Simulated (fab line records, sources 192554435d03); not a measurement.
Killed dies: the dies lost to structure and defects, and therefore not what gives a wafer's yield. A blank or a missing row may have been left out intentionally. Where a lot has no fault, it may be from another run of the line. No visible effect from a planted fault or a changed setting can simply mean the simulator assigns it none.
fab line records    flow n5-finfet    part 1 of 2: steps 1 to 3 of 6
record lots=21  wafers=63  last-day=20
route steps=1938 shown BEOL_M1@765
lots with no fault: from the same line, run without faults
start-h: start of the lot's first displayed wafer, in hours after the record's first day    wait-h: hours since the lot's step before    " same as the row above    L1.1+2: a single row standing in for several wafers    - no value, or no start given    * or withheld: withheld    < > ~ a bound
route shown NAME@n: NAME is a module with steps in the file, n the number in the route of the first one    usual: mean and standard deviation over wafers with no fault    same: alike in all rows    chamber/n: place in a boat    sites: the reading at each site    _std_site: standard deviation across them    _edge_site: outer sites' mean less inner sites'    radius-mm: how far each site lies from the wafer's centre    mask NAME#n: copy n    behind: the most recent tool/chamber to have shaped the wafer    hold: why the lot was held/for how many hours/how that ended    device: which transistor (n, p or np) failed to switch    end of line: tests of these same wafers at the route's end    a step given without rows: its recipe and nothing more    killed: not the wafer's yield, but the dies lost to structure and defects at the first sort    map: the dies of a wafer, with x for killed, . for not killed, _ for no die there
set.NAME: the run value of the setting; set.NAME@STEP: its run value at that earlier step    model.NAME: the simulator's own value behind a step, which no gauge read
steps of the route over a sample of lots; a table a step, a row a wafer
services: from which hour (start-h, from the record's first day; less than 0 if before it) a tool's chamber was out of use, for how many hours, and why
## steps
# step N5_BEOL_M1_OVL_MEAS_12
# recipe points-per-wafer=522
# usual M1_OVL=-0.3/0.7
lot.wafer  tool        chamber  start-h  wait-h  M1_OVL[nm]
L074.1     overlay-01  0        126.26   0.0     -0.5
L074.3     "           0        "        "       -0.7
L074.5     "           0        "        "       -1.6
L075.2     overlay-02  0        132.80   0.0     -0.7
L075.3     "           0        "        "       0.3
L075.6     "           0        "        "       -0.6
L077.2     overlay-01  0        137.15   0.0     0.2
L077.5     "           0        "        "       -0.6
L077.6     "           0        "        "       -1.3
L076.1     overlay-01  0        138.74   0.0     -0.8
L076.2     "           0        "        "       0.1
L076.4     "           0        "        "       -1.4
L078.1     overlay-01  0        149.82   0.0     -0.6
L078.4     "           0        "        "       -0.3
L078.6     "           0        "        "       0.0
L079.1     overlay-02  0        153.64   0.0     -0.8
L079.3     "           0        "        "       -1.2
L079.5     "           0        "        "       -1.1
L080.1     overlay-02  0        159.68   0.0     -1.3
L080.3     "           0        "        "       -1.0
L080.5     "           0        "        "       -0.9
L081.2     overlay-01  0        165.41   0.0     -0.4
L081.5     "           0        "        "       -0.1
L081.6     "           0        "        "       0.3
L082.2     overlay-01  0        175.07   0.0     0.1
L082.3     "           0        "        "       1.0
L082.5     "           0        "        "       0.1
L083.3     overlay-01  0        175.25   0.0     0.1
L083.4     "           0        "        "       0.0
L083.5     "           0        "        "       -0.1
L084.2     overlay-01  0        178.89   0.0     0.2
L084.4     "           0        "        "       -0.5
L084.5     "           0        "        "       0.5
L086.2     overlay-02  0        198.11   0.0     -0.4
L086.3     "           0        "        "       0.3
L086.4     "           0        "        "       -0.4
L088.1     overlay-02  0        207.86   0.0     0.4
L088.2     "           0        "        "       0.9
L088.4     "           0        "        "       0.6
L090.2     overlay-01  0        225.17   0.0     -0.9
L090.3     "           0        "        "       -0.6
L090.6     "           0        "        "       0.9
L091.1     overlay-02  0        236.49   0.0     -0.5
L091.3     "           0        "        "       -0.3
L091.6     "           0        "        "       -0.4
L092.1     overlay-01  0        246.37   0.0     0.1
L092.2     "           0        "        "       0.1
L092.6     "           0        "        "       0.6
L094.1     overlay-01  0        250.83   0.0     -1.9
L094.2     "           0        "        "       -0.8
L094.3     "           0        "        "       -1.1
L093.3     overlay-02  0        251.07   0.0     0.0
L093.4     "           0        "        "       -0.4
L093.5     "           0        "        "       -0.5
L095.4     overlay-01  0        254.46   0.0     1.3
L095.5     "           0        "        "       0.8
L095.6     "           0        "        "       0.2
L096.2     overlay-01  0        259.04   0.0     0.0
L096.3     "           0        "        "       -0.5
L096.6     "           0        "        "       0.8
L097.1     overlay-01  0        274.05   0.0     0.9
L097.2     "           0        "        "       0.9
L097.5     "           0        "        "       0.8
# step N5_BEOL_M1_ETCH_74
# recipe chemistry=N2/H2  target=underlayer  target-depth-a=65  mask-material=CAR-EUV  time-s=5.2  ion-energy-ev=200  pressure-mtorr=30  source-w=840  bias-w=150  n2-flow-sccm=200  h2-flow-sccm=200  ends=cleared
# usual bias-w=150.0/0.43  drypump-motor-current-A=5.6/0.48  etch-rf-on-time-s=5.17/0.08  h2-flow-sccm=200.0/0.59  oes-product-au=0.69/0.086  rf-vpp-V=524.1/2.8  showerhead-plenum-p-Torr=2.55/0.093  throttle-valve-pct=17.83/0.26
lot.wafer  tool         chamber  start-h  wait-h  bias-w  drypump-motor-current-A  etch-rf-on-time-s  h2-flow-sccm  oes-product-au  rf-hours-counter-h  rf-vpp-V  showerhead-plenum-p-Torr  throttle-valve-pct
L074.1     rie-diel-02  3        126.53   0.0     150.3   5.8                      5.10               201.2         0.68            76                  519.5     2.48                      18.16
L074.3     "            2        "        "       150.2   6.0                      5.20               199.5         0.64            148                 526.6     2.64                      17.80
L074.5     "            0        "        "       149.7   5.6                      5.12               199.8         0.84            -                   523.2     2.49                      17.62
L075.2     rie-diel-02  0        132.93   0.0     150.1   5.6                      5.14               201.0         0.83            5                   521.3     2.49                      17.62
L075.3     "            2        "        "       150.2   6.0                      5.20               199.6         0.64            150                 527.6     2.64                      17.83
L075.6     "            0        "        "       149.5   5.6                      5.08               200.9         0.82            -                   522.8     2.49                      17.61
L077.2     rie-diel-03  2        137.46   0.0     149.6   5.3                      5.37               198.9         0.61            226                 517.9     2.40                      18.05
L077.5     "            2        "        "       149.5   5.3                      5.33               199.4         0.60            -                   518.8     2.40                      18.02
L077.6     "            1        "        "       149.6   6.0                      5.09               200.2         0.62            -                   526.6     2.62                      18.07
L076.1     rie-diel-06  1        138.86   0.0     150.4   5.6                      5.22               201.0         0.60            202                 525.4     2.63                      18.27
L076.2     "            2        "        "       150.7   6.5                      5.07               200.5         0.64            153                 520.2     2.43                      17.63
L076.4     "            3        "        "       150.3   5.4                      5.25               200.4         0.61            194                 521.5     2.53                      18.11
L078.1     rie-diel-02  1        150.12   0.0     150.7   6.3                      5.24               200.2         0.78            15                  526.9     2.59                      17.65
L078.4     "            3        "        "       150.5   5.8                      5.04               200.9         0.69            82                  522.4     2.47                      18.11
L078.6     "            3        "        "       150.1   5.8                      5.13               198.9         0.70            -                   521.2     2.47                      18.12
L079.1     rie-diel-06  1        153.77   0.0     150.3   5.6                      5.16               200.0         0.61            206                 525.2     2.63                      18.25
L079.3     "            3        "        "       149.9   5.5                      5.16               199.7         0.60            197                 521.9     2.53                      18.11
L079.5     "            1        "        "       150.4   5.6                      5.16               199.2         0.60            -                   526.6     2.63                      18.28
L080.1     rie-diel-03  1        160.70   0.0     150.5   6.0                      5.04               200.1         0.62            214                 526.7     2.62                      18.10
L080.3     "            2        "        "       149.9   5.3                      5.31               199.1         0.60            232                 521.9     2.40                      18.05
L080.5     "            1        "        "       151.2   6.0                      5.15               200.2         0.61            -                   527.2     2.62                      18.08
L081.2     rie-diel-02  0        165.53   0.0     150.3   5.6                      5.09               199.5         0.81            14                  524.8     2.49                      17.65
L081.5     "            3        "        "       150.6   5.8                      5.06               200.9         0.69            -                   521.4     2.47                      18.17
L081.6     "            2        "        "       149.1   6.0                      5.16               200.4         0.63            -                   525.6     2.64                      17.81
L082.2     rie-diel-06  2        175.20   0.0     149.9   6.5                      5.11               199.1         0.65            160                 519.6     2.43                      17.64
L082.3     "            0        "        "       150.4   5.3                      5.08               200.8         0.82            9                   523.1     2.49                      17.53
L082.5     "            1        "        "       150.4   5.6                      5.16               199.0         0.61            -                   526.4     2.63                      18.27
L083.3     rie-diel-06  0        175.43   0.0     150.4   5.2                      5.15               198.9         0.82            9                   524.3     2.49                      17.59
L083.4     "            3        "        "       150.0   5.4                      5.21               200.6         0.59            202                 523.1     2.53                      18.11
L083.5     "            0        "        "       149.4   5.2                      5.19               199.2         0.81            -                   521.5     2.49                      17.56
L084.2     rie-diel-02  0        179.02   0.0     149.9   5.6                      5.11               199.3         0.80            17                  522.6     2.49                      17.67
L084.4     "            2        "        "       150.4   6.0                      5.16               199.6         0.63            162                 527.7     2.64                      17.86
L084.5     "            2        "        "       150.9   6.0                      5.20               199.2         0.63            -                   525.1     2.63                      17.84
L086.2     rie-diel-02  3        198.24   0.0     149.7   5.8                      5.10               199.8         0.68            93                  521.6     2.47                      18.16
L086.3     "            1        "        "       150.1   6.3                      5.25               200.7         0.75            29                  524.7     2.59                      17.66
L086.4     "            2        "        "       149.9   6.1                      5.13               199.7         0.63            168                 525.9     2.63                      17.85
L088.1     rie-diel-03  3        207.99   0.0     150.1   5.5                      5.23               199.4         0.77            21                  529.1     2.71                      17.64
L088.2     "            1        "        "       149.5   6.0                      5.11               199.1         0.61            226                 525.3     2.62                      18.09
L088.4     "            0        "        "       150.1   4.8                      5.23               200.3         0.70            49                  522.8     2.48                      17.56
L090.2     rie-diel-03  1        225.48   0.0     149.8   6.0                      5.10               199.8         0.60            232                 527.4     2.61                      18.09
L090.3     "            0        "        "       150.4   4.7                      5.29               200.0         0.69            54                  522.0     2.48                      17.57
L090.6     "            1        "        "       149.8   6.0                      5.13               200.2         0.61            -                   523.1     2.61                      18.12
L091.1     rie-diel-03  1        236.62   0.0     150.1   6.0                      5.19               199.6         0.60            235                 526.9     2.61                      18.11
L091.3     "            3        "        "       151.0   5.5                      5.27               200.2         0.76            30                  529.4     2.71                      17.64
L091.6     "            3        "        "       150.6   5.5                      5.27               199.8         0.76            -                   527.8     2.71                      17.64
L092.1     rie-diel-03  1        246.51   0.0     149.9   6.1                      5.08               200.1         0.62            240                 526.2     2.61                      18.12
L092.2     "            3        "        "       150.9   5.5                      5.23               200.2         0.76            35                  527.8     2.71                      17.65
L092.6     "            2        "        "       149.2   5.3                      5.15               199.8         0.85            -                   527.5     2.71                      17.70
L094.1     rie-diel-03  0        250.95   0.0     149.1   4.7                      5.31               200.7         0.68            64                  522.1     2.47                      17.61
L094.2     "            3        "        "       150.0   5.5                      5.28               198.9         0.73            38                  527.1     2.70                      17.65
L094.3     "            1        "        "       150.2   6.0                      5.11               199.6         0.61            242                 526.7     2.61                      18.15
L093.3     rie-diel-06  1        251.22   0.0     149.4   5.6                      5.21               200.5         0.59            230                 525.1     2.62                      18.29
L093.4     "            0        "        "       150.0   5.2                      5.15               200.7         0.77            29                  522.2     2.48                      17.62
L093.5     "            3        "        "       150.0   5.5                      5.15               200.4         0.58            -                   523.0     2.52                      18.15
L095.4     rie-diel-03  2        254.57   0.0     149.5   5.3                      5.15               199.7         0.82            5                   531.4     2.71                      17.72
L095.5     "            0        "        "       150.3   4.7                      5.23               200.9         0.70            -                   522.2     2.47                      17.57
L095.6     "            1        "        "       149.3   6.0                      5.03               198.6         0.61            -                   525.7     2.61                      18.12
L096.2     rie-diel-03  2        259.96   0.0     150.1   5.4                      5.17               201.3         0.82            8                   527.2     2.71                      17.71
L096.3     "            3        "        "       149.9   5.5                      5.21               200.4         0.73            41                  527.0     2.70                      17.65
L096.6     "            3        "        "       149.9   5.5                      5.22               200.2         0.75            -                   526.3     2.70                      17.66
L097.1     rie-diel-06  2        274.18   0.0     150.1   6.4                      5.03               200.6         0.64            182                 520.0     2.42                      17.68
L097.2     "            3        "        "       149.9   5.4                      5.11               200.1         0.58            225                 523.2     2.52                      18.14
L097.5     "            0        "        "       149.4   5.2                      5.07               200.8         0.78            -                   521.1     2.48                      17.63
# step N5_BEOL_M1_ETCH_69
# recipe chemistry=CF4  target=SiARC  target-depth-a=156  mask-material=CAR-EUV  time-s=26  ion-energy-ev=80  pressure-mtorr=40  source-w=545  bias-w=36  Ar_flow_sccm=100  cf4-flow-sccm=100  ends=cleared
# usual bias-w=36.00/0.11  drypump-motor-current-A=5.7/0.43  etch-rf-on-time-s=26.0/0.47  oes-product-au=0.69/0.079  rf-vpp-V=183.9/1.2  showerhead-plenum-p-Torr=2.14/0.072  throttle-valve-pct=15.64/0.25
lot.wafer  tool         chamber  start-h  wait-h  bias-w  drypump-motor-current-A  etch-rf-on-time-s  oes-product-au  rf-hours-counter-h  rf-vpp-V  showerhead-plenum-p-Torr  throttle-valve-pct
L074.1     rie-diel-02  2        127.56   0.0     36.05   6.0                      25.4               0.66            148                 184.1     2.23                      15.69
L074.3     "            1        "        "       35.80   6.3                      25.7               0.80            9                   185.4     2.19                      15.30
L074.5     "            2        "        "       36.11   6.0                      25.6               0.65            -                   185.3     2.23                      15.70
L075.2     rie-diel-03  2        133.97   0.0     36.07   5.3                      26.5               0.61            225                 182.6     2.03                      15.82
L075.3     "            1        "        "       36.06   6.0                      25.4               0.63            206                 185.3     2.20                      15.70
L075.6     "            0        "        "       35.88   4.8                      26.4               0.74            -                   184.6     2.11                      15.39
L077.2     rie-diel-02  1        138.43   0.0     36.06   6.3                      26.2               0.79            12                  183.4     2.19                      15.29
L077.5     "            1        "        "       35.93   6.4                      26.0               0.79            -                   182.3     2.19                      15.28
L077.6     "            2        "        "       36.08   6.0                      25.5               0.65            -                   184.3     2.23                      15.70
L076.1     rie-diel-06  1        139.88   0.0     36.01   5.6                      25.9               0.61            202                 186.2     2.21                      16.00
L076.2     "            0        "        "       35.90   5.2                      25.3               0.86            1                   183.9     2.11                      15.34
L076.4     "            2        "        "       35.97   6.4                      25.4               0.65            153                 182.6     2.06                      15.44
L078.1     rie-diel-03  2        151.00   0.0     36.09   5.3                      26.4               0.60            229                 181.9     2.03                      15.83
L078.4     "            0        "        "       36.06   4.8                      26.3               0.72            33                  183.4     2.11                      15.38
L078.6     "            0        "        "       35.95   4.7                      26.2               0.72            -                   182.9     2.11                      15.38
L079.1     rie-diel-06  1        154.69   0.0     36.01   5.6                      25.7               0.62            206                 185.0     2.21                      16.03
L079.3     "            0        "        "       36.06   5.2                      25.6               0.83            4                   184.0     2.11                      15.36
L079.5     "            2        "        "       35.71   6.5                      25.5               0.65            -                   184.1     2.06                      15.44
L080.1     rie-diel-03  2        161.65   0.0     36.31   5.3                      27.0               0.60            232                 182.3     2.03                      15.85
L080.3     "            1        "        "       36.02   6.1                      25.7               0.62            214                 186.2     2.20                      15.73
L080.5     "            2        "        "       36.15   5.3                      26.7               0.60            -                   183.1     2.03                      15.84
L081.2     rie-diel-02  3        166.45   0.0     35.94   5.8                      25.6               0.69            86                  183.4     2.08                      15.92
L081.5     "            3        "        "       36.04   5.8                      25.6               0.68            -                   183.0     2.08                      15.93
L081.6     "            0        "        "       36.01   5.6                      25.5               0.81            -                   182.5     2.10                      15.38
L082.2     rie-diel-06  0        176.31   0.0     36.20   5.2                      26.1               0.81            10                  184.7     2.11                      15.35
L082.3     "            3        "        "       35.77   5.4                      26.5               0.59            203                 185.4     2.13                      15.91
L082.5     "            1        "        "       36.12   5.6                      26.4               0.61            -                   184.7     2.21                      16.04
L083.3     rie-diel-03  0        176.47   0.0     36.13   4.7                      26.6               0.72            40                  184.5     2.10                      15.42
L083.4     "            3        "        "       36.21   5.5                      26.4               0.80            12                  185.5     2.27                      15.34
L083.5     "            1        "        "       35.83   6.0                      25.6               0.62            -                   184.4     2.20                      15.74
L084.2     rie-diel-06  0        179.93   0.0     36.09   5.2                      25.5               0.82            11                  185.0     2.11                      15.37
L084.4     "            2        "        "       36.14   6.5                      25.5               0.64            162                 182.7     2.06                      15.46
L084.5     "            0        "        "       35.96   5.2                      25.7               0.80            -                   183.4     2.11                      15.37
L086.2     rie-diel-03  3        199.12   0.0     36.13   5.5                      26.6               0.78            19                  186.8     2.27                      15.37
L086.3     "            1        "        "       36.05   6.0                      25.7               0.62            224                 184.9     2.20                      15.76
L086.4     "            2        "        "       35.95   5.3                      27.0               0.59            242                 183.2     2.02                      15.86
L088.1     rie-diel-02  3        208.96   0.0     35.94   5.8                      25.4               0.68            95                  181.3     2.08                      15.95
L088.2     "            1        "        "       36.09   6.3                      26.0               0.76            32                  185.1     2.18                      15.32
L088.4     "            0        "        "       36.03   5.6                      25.5               0.79            25                  183.2     2.10                      15.39
L090.2     rie-diel-02  3        226.38   0.0     35.96   5.8                      25.8               0.67            102                 183.4     2.08                      15.94
L090.3     "            2        "        "       36.12   6.0                      25.8               0.63            175                 184.0     2.22                      15.75
L090.6     "            3        "        "       35.76   5.8                      25.5               0.67            -                   183.4     2.08                      15.96
L091.1     rie-diel-06  1        237.51   0.0     36.05   5.6                      25.9               0.59            227                 184.7     2.20                      16.04
L091.3     "            2        "        "       35.92   6.5                      25.4               0.64            174                 182.7     2.05                      15.48
L091.6     "            0        "        "       36.09   5.2                      25.8               0.78            -                   184.6     2.11                      15.38
L092.1     rie-diel-02  0        247.71   0.0     36.17   5.6                      25.4               0.76            42                  183.6     2.09                      15.45
L092.2     "            2        "        "       36.04   6.0                      25.8               0.63            184                 185.6     2.22                      15.75
L092.6     "            2        "        "       35.93   6.0                      25.6               0.62            -                   185.3     2.22                      15.77
L094.1     rie-diel-02  3        252.28   0.0     35.72   5.8                      25.8               0.66            114                 182.6     2.07                      15.99
L094.2     "            0        "        "       35.98   5.6                      26.0               0.75            44                  182.3     2.09                      15.45
L094.3     "            2        "        "       35.95   6.0                      26.0               0.62            187                 184.8     2.22                      15.77
L093.3     rie-diel-02  0        252.39   0.0     36.08   5.6                      25.7               0.75            44                  181.9     2.09                      15.46
L093.4     "            0        "        "       36.09   5.6                      25.8               0.75            -                   183.5     2.09                      15.45
L093.5     "            2        "        "       35.93   6.0                      25.9               0.62            -                   183.7     2.22                      15.77
L095.4     rie-diel-02  3        256.90   0.0     35.95   5.8                      25.5               0.66            -                   183.7     2.07                      15.99
L095.5     "            0        "        "       35.91   5.6                      25.9               0.75            -                   184.2     2.09                      15.46
L095.6     "            2        "        "       35.99   6.0                      26.2               0.62            -                   184.7     2.22                      15.79
L096.2     rie-diel-02  1        261.01   0.0     36.05   6.4                      26.4               0.74            35                  185.4     2.18                      15.34
L096.3     "            2        "        "       36.04   6.0                      26.1               0.62            191                 185.2     2.22                      15.77
L096.6     "            1        "        "       36.00   6.3                      26.3               0.75            -                   184.4     2.18                      15.33
L097.1     rie-diel-06  2        275.25   0.0     36.06   6.5                      25.8               0.63            182                 183.6     2.05                      15.48
L097.2     "            1        "        "       35.84   5.6                      26.4               0.59            236                 185.5     2.20                      16.09
L097.5     "            1        "        "       35.88   5.6                      26.2               0.59            -                   184.7     2.20                      16.07
